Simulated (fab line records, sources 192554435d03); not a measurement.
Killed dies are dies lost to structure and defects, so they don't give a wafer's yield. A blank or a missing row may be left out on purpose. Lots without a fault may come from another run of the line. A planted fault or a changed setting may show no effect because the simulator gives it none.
fab line records | flow n5_finfet
record lots=4 wafers=12 last_day=17
route steps=1938 shown BEOL_M4@1099 BEOL_M5@1112 BEOL_M8@1376 PASSIVATION@1936
lots that met no fault: from a run of the same line without faults
start_h: hours from the record's first day to the start of the lot's first wafer shown | wait_h: hours since the lot's step before | " the same as in the row above | L1.1+2: a row that stands for several wafers | - no value, or no start given | * or withheld: withheld | < > ~ a bound
route shown NAME@n: a module of which the file shows steps, and the number in the route of the first | usual: mean/standard deviation of fault-free wafers | same: alike in all rows | chamber/n: place in a boat | sites: the reading at each site | _std_site: their standard deviation | _edge_site: outer sites' mean less inner sites' | radius_mm: how far each site lies from the wafer's centre | mask NAME#n: copy n | behind: the tool/chamber that last shaped the wafer | hold: why the lot was held/for how many hours/how that ended | device: the transistor (n, p or np) that didn't switch | end of line: the same wafers' tests at the end of the route | a step without rows: its recipe alone | killed: dies lost to structure and defects at the first sort, not the wafer's yield | map: a wafer's dies, x killed, . not, _ none there
set.NAME: the setting as run; set.NAME@STEP: as run at that earlier step | model.NAME: the simulator's own value behind a step, which no gauge read
lots at some steps of the route; a table a step, a row a wafer
services: from which hour (start_h, from the record's first day; less than 0 if before it) a tool's chamber was out of use, for how many hours, and why
## steps
# step N5_BEOL_M4_ANNEAL_95
# recipe temp_c=400 time_s=240 ambient=vacuum
# step N5_BEOL_M4_SPUTTER_96
# recipe material=Cu target_thk_a=45 temp_c=-20 chamber_pressure_pa=0.07 power_w=withheld time_s=8.29
# step N5_BEOL_M4_ECD_50
# recipe material=Cu target_thk_a=3000
# step N5_BEOL_M4_ANNEAL_51
# recipe temp_c=225 time_s=90 ambient=N2
# step N5_BEOL_M4_CMP_52
# recipe stop_on=SiOC t_overpolish_s=6.8 down_force_psi=1 platen_rpm=50 clearing_platen_down_force_psi=1.5 clearing_platen_rpm=50 post_cmp_clean=cu_alkaline target_thk_nm=40 clearing_platen_pad_velocity_m_s=0.99484 pad_velocity_m_s=0.99484
# step N5_BEOL_M4_PRE_CLEAN_60
# recipe gas=NH3/H2 time_s=15 temp_c=* rf_power_w=300
# step N5_BEOL_M4_CO_CAP_55
# recipe material=Co target_thk_a=20 temp_c=200 precursor=CCTBA/H2 pressure_torr=30 time_s=102.1
# step N5_BEOL_M4_PRE_CLEAN_56
# recipe gas=NH3 time_s=15 temp_c=withheld rf_power_w=300
# step N5_BEOL_M4_DEP_57
# recipe material=SiCN target_thk_a=80 temp_c=withheld precursor=3MS/NH3 pressure_torr=3 rf_w=202 time_s=14
# step N5_BEOL_M4_RC_MEAS_101
# usual DIBL_N=37.0/2.3 DIBL_P=37.3/2.8 IOFF_N=0.17/0.046 IOFF_P=0.23/0.054 ION_N=675/14 ION_P=460/9.3 SS_N=71.7/0.73 SS_P=73.6/0.95 VT_N=249/3.9 VT_P=-250/3.9
# columns lot.wafer tool chamber start_h wait_h DIBL_N[mV/V] DIBL_P[mV/V] IOFF_N[nA/um] IOFF_P[nA/um] ION_N[uA/um] ION_P[uA/um] SS_N[mV/dec] SS_P[mV/dec] VT_N[mV] VT_P[mV]
L760.1 prober-02 0 166.83 0.0 38.3 37.4 0.19 0.24 678 466 72.0 74.5 249 -248
L760.2 " 0 " " 38.3 37.7 0.20 0.26 692 475 71.7 74.3 245 -248
L760.3 " 0 " " 39.2 38.7 0.21 0.28 700 476 72.1 74.4 245 -246
L772.3 prober-02 0 248.51 0.3 36.3 37.7 0.16 0.24 667 464 71.0 73.4 248 -247
L772.4 " 0 " " 34.2 34.5 0.13 0.20 659 461 70.2 73.1 251 -249
L772.5 " 0 " " 38.9 40.7 0.24 0.32 700 478 71.8 74.5 243 -243
L777.1 prober-02 0 286.19 0.0 34.0 33.0 0.11 0.15 656 446 70.9 72.6 256 -254
L777.4 " 0 " " 37.0 35.2 0.14 0.18 670 451 71.3 73.5 254 -254
L777.6 " 0 " " 34.7 32.4 0.11 0.15 649 447 71.2 72.7 256 -255
L778.2 prober-01 0 286.86 0.2 32.4 33.9 0.12 0.14 668 449 72.0 71.9 252 -257
L778.3 " 0 " " 31.7 34.1 0.11 0.15 659 455 70.6 72.5 255 -256
L778.5 " 0 " " 33.6 35.0 0.13 0.16 662 448 71.6 73.5 253 -254
# step N5_BEOL_M5_ILD_DEP_00
# recipe material=SiCOH_lowk target_thk_a=1406.4 temp_c=300 precursor=DEMS/porogen pressure_torr=5 rf_w=500 time_s=25.9
# step N5_BEOL_M5_CURE_79
# recipe temp_c=385 time_s=240 ambient=He/Ar material=SiCOH_lowk
# step N5_BEOL_M5_PECVD_70
# recipe material=SiO2 target_thk_a=160 temp_c=400 precursor=TEOS/O2 pressure_torr=5.5 rf_w=450 teos_flow_sccm=53.8 gas=O2 flow_sccm=3000 time_s=18
# step N5_BEOL_M5_HM_DEP_02
# recipe material=TiN target_thk_a=200 temp_c=25 chamber_pressure_pa=0.49996
# step N5_BEOL_M5_COAT_59
# recipe resist=SOC temp_c=250 time_s=60 spin_rpm=1500 resist_thk_nm=60
# step N5_BEOL_M5_COAT_60
# recipe resist=SiARC temp_c=220 time_s=60 spin_rpm=1500 resist_thk_nm=12
# step N5_BEOL_M5_COAT_71
# recipe resist=underlayer temp_c=205 time_s=60 spin_rpm=1500 resist_thk_nm=5
# step N5_BEOL_M5_COAT_05
# recipe resist=CAR-EUV spin_rpm=1500 resist_thk_nm=30
# step N5_BEOL_M5_EBR_07
# recipe solvent=PGMEA ebr_width_mm=1.5
# step N5_BEOL_M5_SOFTBAKE_06
# recipe temp_c=110 time_s=60 resist=CAR-EUV
# step N5_BEOL_M5_EXPOSE_08
# recipe mask_id=M5 na=0.33 source_shape=annular sigma_inner=0.4 sigma_outer=0.8 polarization=unpolarized target_cd_nm=28 dose_mj=35.75
# step N5_BEOL_M5_PEB_09
# recipe peb_temp_c=100 peb_time_s=60 resist=CAR-EUV
# step N5_BEOL_M5_DEVELOP_10
# recipe develop_time_s=30 developer=TMAH resist=CAR-EUV rinse_liquid=surfactant_rinse dry=air_spin dev_temp_c=23
# step N5_BEOL_M5_DESCUM_16
# recipe chemistry=O2 time_s=7 source_power_w=50 bias_power_w=20 pressure_mtorr=20 rf_frequency_hz=2.712e+07 temp_c=40 resist=CAR-EUV o2_flow_sccm=225
# step N5_BEOL_M5_ETCH_72
# recipe chemistry=N2/H2 target=underlayer target_depth_a=65 mask_material=CAR-EUV time_s=5.2 ion_energy_ev=200 pressure_mtorr=30 source_w=840 bias_w=150 n2_flow_sccm=200 h2_flow_sccm=200 ends=cleared
# step N5_BEOL_M5_ETCH_61
# recipe chemistry=CF4 target=SiARC target_depth_a=156 mask_material=CAR-EUV time_s=26 ion_energy_ev=80 pressure_mtorr=40 source_w=545 bias_w=36 Ar_flow_sccm=100 cf4_flow_sccm=100 ends=cleared
# step N5_BEOL_M5_ETCH_62
# recipe chemistry=N2/H2 target=SOC target_depth_a=750 overetch_a=150 mask_material=SiARC temp_c=40 time_s=112.5 ion_energy_ev=200 pressure_mtorr=30 source_w=840 bias_w=150 n2_flow_sccm=200 h2_flow_sccm=200
# step N5_BEOL_M5_STRIP_63
# recipe chemistry=N2/H2 temp_c=40 n2_flow_sccm=200 h2_flow_sccm=200 rf_frequency_hz=6e+07
# step N5_BEOL_M5_STRIP_73
# recipe chemistry=N2/H2 temp_c=40 n2_flow_sccm=200 h2_flow_sccm=200 rf_frequency_hz=6e+07
# step N5_BEOL_M5_STRIP_64
# recipe chemistry=CF4 resist=SiARC power_w=300 bias_power_w=75 pressure_mtorr=50 cf4_flow_sccm=150 rf_frequency_hz=6e+07
# step N5_BEOL_M5_HM_OPEN_17
# recipe chemistry=Cl2/BCl3 target_depth_a=200 overetch_a=60 target=TiN mask_material=SOC ion_energy_ev=150 pressure_mtorr=10 icp_w=1000 bias_w=126 Cl2_flow_sccm=53.25 bcl3_flow_sccm=21.75 Ar_flow_sccm=25
# step N5_BEOL_M5_STRIP_19
# recipe chemistry=O2 power_w=400 temp_c=40 pressure_mtorr=30 rf_frequency_hz=6e+07 bias_power_w=0 overash_fraction=0.2 o2_flow_sccm=225
# step N5_BEOL_M5_COAT_65
# recipe resist=SOC temp_c=250 time_s=60 spin_rpm=1500 resist_thk_nm=60
# step N5_BEOL_M5_COAT_66
# recipe resist=SiARC temp_c=220 time_s=60 spin_rpm=1500 resist_thk_nm=12
# step N5_BEOL_M8_STRIP_36
# recipe chemistry=N2/H2 power_w=450 temp_c=40 pressure_mtorr=20 rf_frequency_hz=6e+07 overash_fraction=0.3 bias_power_w=7 h2_frac=0.5 n2_flow_sccm=200 h2_flow_sccm=200
# usual bias_power_w=7.004/0.021 chamber_pressure_mTorr=20.00/0.031 drypump_motor_current_A=5.5/0.56 n2_flow_sccm=200.0/0.6 oes_product_au=0.76/0.092 rf_vpp_V=59.2/1.5 showerhead_plenum_p_Torr=2.52/0.091 throttle_valve_pct=23.5/0.42
# columns lot.wafer tool chamber start_h wait_h bias_power_w chamber_pressure_mTorr drypump_motor_current_A n2_flow_sccm oes_product_au rf_hours_counter_h rf_vpp_V showerhead_plenum_p_Torr throttle_valve_pct model.SOC_of_BEOL_M8_COAT_63.thk_nm
L760.1 rie_diel-03 1 211.92 0.0 6.986 19.96 5.4 200.0 0.84 39 59.0 2.46 22.8 0
L760.2 " 3 " " 6.968 20.01 6.4 200.3 0.74 142 59.1 2.44 24.1 0
L760.3 " 2 " " 6.980 20.02 4.7 200.0 0.98 4 60.0 2.50 23.4 0
L772.3 rie_diel-05 0 285.95 0.0 6.996 20.03 5.2 200.9 0.67 217 58.8 2.50 23.0 0
L772.4 " 0 " " 7.015 20.04 5.2 199.6 0.66 - 59.6 2.50 23.0 0
L772.5 " 3 " " 7.003 20.01 4.8 199.4 0.69 - 57.5 2.62 23.6 0
L777.1 rie_diel-03 2 329.17 0.0 - - - - - - - - - 54.4
L777.4 " 1 " " - - - - - - - - - 54.2
L777.6 " 2 " " - - - - - - - - - 54.2
L778.2 rie_diel-03 3 329.88 0.0 - - - - - - - - - 54.2
L778.3 " 1 " " - - - - - - - - - 53.8
L778.5 " 1 " " - - - - - - - - - 53.8
# step N5_BEOL_M8_ETCH_41
# recipe chemistry=CH3F/O2 target=SiCN target_depth_a=319 taper_deg=2 time_s=57.8 ion_energy_ev=120 mask_material=TiN pressure_mtorr=30 source_w=395 bias_w=75 Ar_flow_sccm=150 CH3F_flow_sccm=30 O2_flow_sccm=20
# usual drypump_motor_current_A=5.5/0.56 oes_product_au=0.77/0.091 rf_vpp_V=297.2/1.6 showerhead_plenum_p_Torr=1.99/0.079 throttle_valve_pct=16.26/0.27
# columns lot.wafer tool chamber start_h wait_h drypump_motor_current_A oes_product_au rf_hours_counter_h rf_vpp_V showerhead_plenum_p_Torr throttle_valve_pct model.SOC_of_BEOL_M8_COAT_63.thk_nm
L760.1 rie_diel-03 1 - - 5.4 0.85 39 295.6 1.96 15.90 0
L760.2 " 3 " " 6.4 0.75 142 296.5 1.91 16.54 0
L760.3 " 2 " " 4.7 0.97 4 296.3 1.96 15.85 0
L772.3 rie_diel-05 0 - - 5.2 0.67 217 296.1 1.98 16.20 0
L772.4 " 0 " " 5.2 0.67 - 296.6 1.98 16.21 0
L772.5 " 3 " " 4.8 0.69 - 298.4 2.06 16.38 0
L777.1 rie_diel-03 2 329.24 0.0 4.7 0.87 42 295.8 1.94 15.95 36.2
L777.4 " 1 " " 5.4 0.82 76 296.0 1.95 15.98 35.4
L777.6 " 2 " " 4.7 0.87 - 296.7 1.94 15.93 36
L778.2 rie_diel-03 3 329.95 0.0 6.4 0.72 182 295.1 1.90 16.64 36
L778.3 " 1 " " 5.4 0.82 76 297.4 1.95 15.98 35
L778.5 " 1 " " 5.4 0.82 - 295.9 1.95 15.97 35.2
# step N5_PASSIVATION_PROBE_49
# usual defect_limited_yield=91.5/1.3 killed_at_M0_to_M3=36/10 killed_at_M4_up=13/4.7 killed_at_contacts=13/6.7 killed_at_front_end=37/9.7 killed_at_other=2.6/2.3 killed_dies=101/15 killed_on_rim=14/4.3 killed_open=67/12 killed_short=32/6.7 sort_bin_5_function=5.0/0.89 sort_bin_6_memory=3.2/0.63 sort_n_pass=1079/16 sort_yield_pct=91.4/1.4
# same gross_dies=1180 killed_at_back_side=0 sort_bin_4_leakage[%]=0 sort_bin_8_speed[%]=0
# columns lot.wafer tool chamber start_h wait_h defect_limited_yield[%] killed_at_M0_to_M3 killed_at_M4_up killed_at_contacts killed_at_front_end killed_at_other killed_dies killed_on_rim killed_open killed_short sort_bin_5_function[%] sort_bin_6_memory[%] sort_n_pass sort_yield_pct[%]
L760.1 prober-02 - 285.63 0.1 89.2 37 17 20 53 0 127 13 86 39 6.4 4.1 1053 89.2
L760.2 prober-02 - 285.68 0.1 91.5 29 11 6 52 2 100 12 58 38 5.6 2.6 1080 91.5
L760.3 prober-02 - 285.73 0.2 89.9 47 11 12 48 1 119 19 77 35 5.3 4.1 1061 89.9
L772.4 prober-01 - 364.20 0.2 90.8 53 8 13 32 3 109 14 69 38 5.9 3.1 1071 90.8
L777.1 prober-02 - 397.98 0.0 0 26 1091 11 51 1 1180 152 72 25 96.0 3.8 0 0
L777.4 prober-02 - 398.13 0.2 0 34 1096 9 39 2 1180 152 66 27 97.4 2.1 0 0
L777.6 prober-02 - 398.23 0.3 0 39 1096 12 33 0 1180 152 68 25 96.9 3.0 0 0
L778.2 prober-02 - 402.43 0.1 0 21 1113 4 37 5 1180 152 46 32 97.0 2.7 0 0
L778.3 prober-02 - 402.48 0.1 0 21 1113 5 40 1 1180 152 59 23 97.0 2.9 0 0
L778.5 prober-02 - 402.58 0.2 0 37 1077 2 64 0 1180 152 84 40 96.5 3.1 0 0
# killed by level:class
L760.1 STI_FIN_REVEAL:geometric_particle:open=17 MOL_CONTACT_COAG:geometric_particle:open=17 BEOL_M1:geometric_particle:open=11 FIN_SAQP:geometric_particle:short=10 BEOL_M2:geometric_particle:open=9 BEOL_M0_SAQP:geometric_particle:short=7 BEOL_M0_SAQP:geometric_particle:open=6 STI_FIN_REVEAL:geometric_particle:short=5
L760.2 FIN_SAQP:geometric_particle:short=19 BEOL_M1:geometric_particle:open=10 FIN_SAQP:geometric_particle:open=8 MOL_CONTACT_COAG:geometric_particle:open=5 BEOL_M4:geometric_particle:open=5 STI_FIN_REVEAL:geometric_particle:open=4 GATE_CUT:geometric_particle:open=4 BEOL_M0_SAQP:geometric_particle:open=4
L760.3 BEOL_M1:geometric_particle:open=13 BEOL_M3:geometric_particle:open=11 MOL_CONTACT_COAG:geometric_particle:open=10 FIN_SAQP:geometric_particle:open=7 STI_FIN_REVEAL:geometric_particle:open=7 BEOL_M2:geometric_particle:open=6 FIN_SAQP:geometric_particle:short=5 SPACER0:geometric_particle:short=5
L772.4 BEOL_M0_SAQP:geometric_particle:open=20 BEOL_M0_SAQP:geometric_particle:short=13 MOL_CONTACT_COAG:geometric_particle:open=11 BEOL_M1:geometric_particle:open=7 BEOL_M2:geometric_particle:open=6 FIN_SAQP:geometric_particle:short=5 STI_FIN_REVEAL:geometric_particle:open=5 FIN_SAQP:geometric_particle:open=4
L777.1 BEOL_M8:area_ald=1083 FIN_SAQP:geometric_particle:open=24 MOL_CONTACT_COAG:geometric_particle:open=9 FIN_SAQP:geometric_particle:short=7 BEOL_M0:geometric_particle:open=6 BEOL_M1:geometric_particle:open=6 DUMMY_GATE:geometric_particle:open=5 BEOL_M0_SAQP:geometric_particle:short=5
L777.4 BEOL_M8:area_ald=1085 DUMMY_GATE:geometric_particle:open=11 MOL_CONTACT_COAG:geometric_particle:open=7 BEOL_M0_SAQP:geometric_particle:open=7 BEOL_M3:geometric_particle:open=7 FIN_SAQP:geometric_particle:open=6 BEOL_M0_SAQP:geometric_particle:short=6 BEOL_M1:geometric_particle:open=5
L777.6 BEOL_M8:area_ald=1087 BEOL_M3:geometric_particle:open=10 MOL_CONTACT_COAG:geometric_particle:open=9 BEOL_M0:geometric_particle:open=8 STI_FIN_REVEAL:geometric_particle:open=7 BEOL_M1:geometric_particle:open=6 FIN_SAQP:geometric_particle:open=5 BEOL_M0_SAQP:geometric_particle:short=5
L778.2 BEOL_M8:area_ald=1099 FIN_SAQP:geometric_particle:open=9 DUMMY_GATE:geometric_particle:open=7 FIN_SAQP:geometric_particle:short=6 DUMMY_GATE:geometric_particle:short=5 BEOL_M3:geometric_particle:open=4 BEOL_M0:geometric_particle:open=3 BEOL_M0_SAQP:geometric_particle:short=3
L778.3 BEOL_M8:area_ald=1097 STI_FIN_REVEAL:geometric_particle:open=13 BEOL_M4:geometric_particle:open=9 FIN_SAQP:geometric_particle:open=5 GATE_CUT:geometric_particle:short=5 MOL_CONTACT_COAG:geometric_particle:open=4 BEOL_M1:geometric_particle:open=4 FIN_SAQP:geometric_particle:short=3
L778.5 BEOL_M8:area_ald=1055 FIN_SAQP:geometric_particle:open=24 FIN_SAQP:geometric_particle:short=14 BEOL_M0_SAQP:geometric_particle:open=12 BEOL_M0_SAQP:geometric_particle:short=7 BEOL_M4:geometric_particle:open=7 DUMMY_GATE:geometric_particle:open=5 BEOL_M1:geometric_particle:open=5
# map L777.1 (x killed, . not)
_________________xxxxxxxxxxxx________________
______________xxxxxxxxxxxxxxxxxx_____________
___________xxxxxxxxxxxxxxxxxxxxxxxx__________
__________xxxxxxxxxxxxxxxxxxxxxxxxxx_________
________xxxxxxxxxxxxxxxxxxxxxxxxxxxxxx_______
_______xxxxxxxxxxxxxxxxxxxxxxxxxxxxxxxx______
______xxxxxxxxxxxxxxxxxxxxxxxxxxxxxxxxxx_____
_____xxxxxxxxxxxxxxxxxxxxxxxxxxxxxxxxxxxx____
____xxxxxxxxxxxxxxxxxxxxxxxxxxxxxxxxxxxxxx___
___xxxxxxxxxxxxxxxxxxxxxxxxxxxxxxxxxxxxxxxx__
___xxxxxxxxxxxxxxxxxxxxxxxxxxxxxxxxxxxxxxxx__
__xxxxxxxxxxxxxxxxxxxxxxxxxxxxxxxxxxxxxxxxxx_
__xxxxxxxxxxxxxxxxxxxxxxxxxxxxxxxxxxxxxxxxxx_
_xxxxxxxxxxxxxxxxxxxxxxxxxxxxxxxxxxxxxxxxxxxx
_xxxxxxxxxxxxxxxxxxxxxxxxxxxxxxxxxxxxxxxxxxxx
_xxxxxxxxxxxxxxxxxxxxxxxxxxxxxxxxxxxxxxxxxxxx
_xxxxxxxxxxxxxxxxxxxxxxxxxxxxxxxxxxxxxxxxxxxx
_xxxxxxxxxxxxxxxxxxxxxxxxxxxxxxxxxxxxxxxxxxxx
_xxxxxxxxxxxxxxxxxxxxxxxxxxxxxxxxxxxxxxxxxxxx
_xxxxxxxxxxxxxxxxxxxxxxxxxxxxxxxxxxxxxxxxxxxx
_xxxxxxxxxxxxxxxxxxxxxxxxxxxxxxxxxxxxxxxxxxxx
__xxxxxxxxxxxxxxxxxxxxxxxxxxxxxxxxxxxxxxxxxx_
__xxxxxxxxxxxxxxxxxxxxxxxxxxxxxxxxxxxxxxxxxx_
___xxxxxxxxxxxxxxxxxxxxxxxxxxxxxxxxxxxxxxxx__
___xxxxxxxxxxxxxxxxxxxxxxxxxxxxxxxxxxxxxxxx__
____xxxxxxxxxxxxxxxxxxxxxxxxxxxxxxxxxxxxxx___
_____xxxxxxxxxxxxxxxxxxxxxxxxxxxxxxxxxxxx____
______xxxxxxxxxxxxxxxxxxxxxxxxxxxxxxxxxx_____
_______xxxxxxxxxxxxxxxxxxxxxxxxxxxxxxxx______
________xxxxxxxxxxxxxxxxxxxxxxxxxxxxxx_______
__________xxxxxxxxxxxxxxxxxxxxxxxxxx_________
___________xxxxxxxxxxxxxxxxxxxxxxxx__________
______________xxxxxxxxxxxxxxxxxx_____________
_________________xxxxxxxxxxxx________________
# map L778.2 (x killed, . not)
_________________xxxxxxxxxxxx________________
______________xxxxxxxxxxxxxxxxxx_____________
___________xxxxxxxxxxxxxxxxxxxxxxxx__________
__________xxxxxxxxxxxxxxxxxxxxxxxxxx_________
________xxxxxxxxxxxxxxxxxxxxxxxxxxxxxx_______
_______xxxxxxxxxxxxxxxxxxxxxxxxxxxxxxxx______
______xxxxxxxxxxxxxxxxxxxxxxxxxxxxxxxxxx_____
_____xxxxxxxxxxxxxxxxxxxxxxxxxxxxxxxxxxxx____
____xxxxxxxxxxxxxxxxxxxxxxxxxxxxxxxxxxxxxx___
___xxxxxxxxxxxxxxxxxxxxxxxxxxxxxxxxxxxxxxxx__
___xxxxxxxxxxxxxxxxxxxxxxxxxxxxxxxxxxxxxxxx__
__xxxxxxxxxxxxxxxxxxxxxxxxxxxxxxxxxxxxxxxxxx_
__xxxxxxxxxxxxxxxxxxxxxxxxxxxxxxxxxxxxxxxxxx_
_xxxxxxxxxxxxxxxxxxxxxxxxxxxxxxxxxxxxxxxxxxxx
_xxxxxxxxxxxxxxxxxxxxxxxxxxxxxxxxxxxxxxxxxxxx
_xxxxxxxxxxxxxxxxxxxxxxxxxxxxxxxxxxxxxxxxxxxx
_xxxxxxxxxxxxxxxxxxxxxxxxxxxxxxxxxxxxxxxxxxxx
_xxxxxxxxxxxxxxxxxxxxxxxxxxxxxxxxxxxxxxxxxxxx
_xxxxxxxxxxxxxxxxxxxxxxxxxxxxxxxxxxxxxxxxxxxx
_xxxxxxxxxxxxxxxxxxxxxxxxxxxxxxxxxxxxxxxxxxxx
_xxxxxxxxxxxxxxxxxxxxxxxxxxxxxxxxxxxxxxxxxxxx
__xxxxxxxxxxxxxxxxxxxxxxxxxxxxxxxxxxxxxxxxxx_
__xxxxxxxxxxxxxxxxxxxxxxxxxxxxxxxxxxxxxxxxxx_
___xxxxxxxxxxxxxxxxxxxxxxxxxxxxxxxxxxxxxxxx__
___xxxxxxxxxxxxxxxxxxxxxxxxxxxxxxxxxxxxxxxx__
____xxxxxxxxxxxxxxxxxxxxxxxxxxxxxxxxxxxxxx___
_____xxxxxxxxxxxxxxxxxxxxxxxxxxxxxxxxxxxx____
______xxxxxxxxxxxxxxxxxxxxxxxxxxxxxxxxxx_____
_______xxxxxxxxxxxxxxxxxxxxxxxxxxxxxxxx______
________xxxxxxxxxxxxxxxxxxxxxxxxxxxxxx_______
__________xxxxxxxxxxxxxxxxxxxxxxxxxx_________
___________xxxxxxxxxxxxxxxxxxxxxxxx__________
______________xxxxxxxxxxxxxxxxxx_____________
_________________xxxxxxxxxxxx________________
## services
# columns tool chamber start_h hours kind
rie_diel-05 3 226.98 4.9 repair
rie_diel-05 2 241.81 11.7 repair
rie_diel-05 1 284.48 2.8 repair
## key
first_sign step=N5_BEOL_M8_STRIP_36 reading=tool_record direction=missing
effect step=N5_PASSIVATION_PROBE_49 reading=killed_at_M4_up direction=up sigmas=99+ usual=13 struck=1098
model_effect step=N5_BEOL_M8_STRIP_36 value=SOC_of_BEOL_M8_COAT_63.thk_nm without=0 struck=54.1
model_effect step=N5_BEOL_M8_ETCH_41 value=SOC_of_BEOL_M8_COAT_63.thk_nm without=0 struck=35.63
more_kills_born_at N5_BEOL_M8_ALD_77@ald_metal-01=3255 N5_BEOL_M8_ALD_77@ald_metal-02=3251
met_at N5_BEOL_M8_STRIP_36
struck_wafers L777.1,L777.4,L777.6,L778.2,L778.3,L778.5
later_rows_left_out L777.1,L777.4,L777.6,L778.2,L778.3,L778.5
onset_between 211.92 329.17
fault kind=skipped_step_whole tool=rie_diel-03 chamber=- onset_h=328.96 steps=N5_BEOL_M8_STRIP_36 scope=struck_lots_only
# later_rows_left_out: the simulator's readings of these wafers behind a module that went badly wrong aren't trusted and aren't shown, but for the sort
